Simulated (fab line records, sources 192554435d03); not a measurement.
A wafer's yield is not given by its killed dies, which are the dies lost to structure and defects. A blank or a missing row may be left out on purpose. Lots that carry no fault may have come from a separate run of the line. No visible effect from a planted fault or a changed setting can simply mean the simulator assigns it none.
Chamber matching	flow n5-finfet	N5_BEOL_M7_DEP_56 on pecvd-02 has 3 sister chambers
The step deposits SiCN from 3MS/NH3, target thk 10 nm, time 17.5 s. 6 wafers are shown with their chamber, then 12 later ones without.

== EACH WAFER AND ITS CHAMBER ==
wafer	chamber	throttle-valve-pct (%)	showerhead-plenum-p-Torr (Torr)
L087.3	2	8.7	3.663
L087.5	2	8.8	3.650
L088.6	0	9.5	3.668
L089.1	0	9.7	3.657
L089.3	1	9.5	3.667
L089.4	1	9.4	3.670

== WAFERS WITHOUT THEIR CHAMBER ==
wafer	throttle-valve-pct (%)	showerhead-plenum-p-Torr (Torr)
L090.1	9.4	3.667
L090.2	8.9	3.654
L090.3	9.6	3.654
L090.4	9.2	3.668
L090.5	9.5	3.664
L090.6	9.0	3.663
L093.1	9.1	3.665
L093.3	8.9	3.652
L093.4	8.8	3.652
L096.1	8.9	3.656
L096.4	9.4	3.661
L096.5	9.7	3.677

== WHICH CHAMBER EACH ONE RAN IN ==
wafer	from the rows above	in truth
L090.1	can't be placed: 1 or 0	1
L090.2	2	2
L090.3	can't be placed: 0 or 1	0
L090.4	can't be placed: 1 or 0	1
L090.5	can't be placed: 1 or 0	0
L090.6	can't be placed: 2 or 1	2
L093.1	can't be placed: 1 or 2 or 0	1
L093.3	2	2
L093.4	2	2
L096.1	2	2
L096.4	can't be placed: 1 or 0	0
L096.5	can't be placed: 0 or 1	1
Correct placement for 4 of the 12. Cannot be placed on the basis of these rows: 8; the candidates contain the true chamber in 8. Placed wrongly: 0.
How it was worked out, from the rows above alone: a wafer's distance from a chamber is the root of the sum, over the readings, of the square of ((its reading less the chamber's mean) divided by the reading's scatter). If the next closest chamber is less than 2 further off than the closest, the wafer can't be placed; otherwise it belongs to the closest. For every chamber, the mean is computed from those of its wafers that are shown. The scatter is the square root of a quotient: the sum, over the shown wafers, of each reading's squared deviation from its chamber's mean, divided by wafers minus chambers.
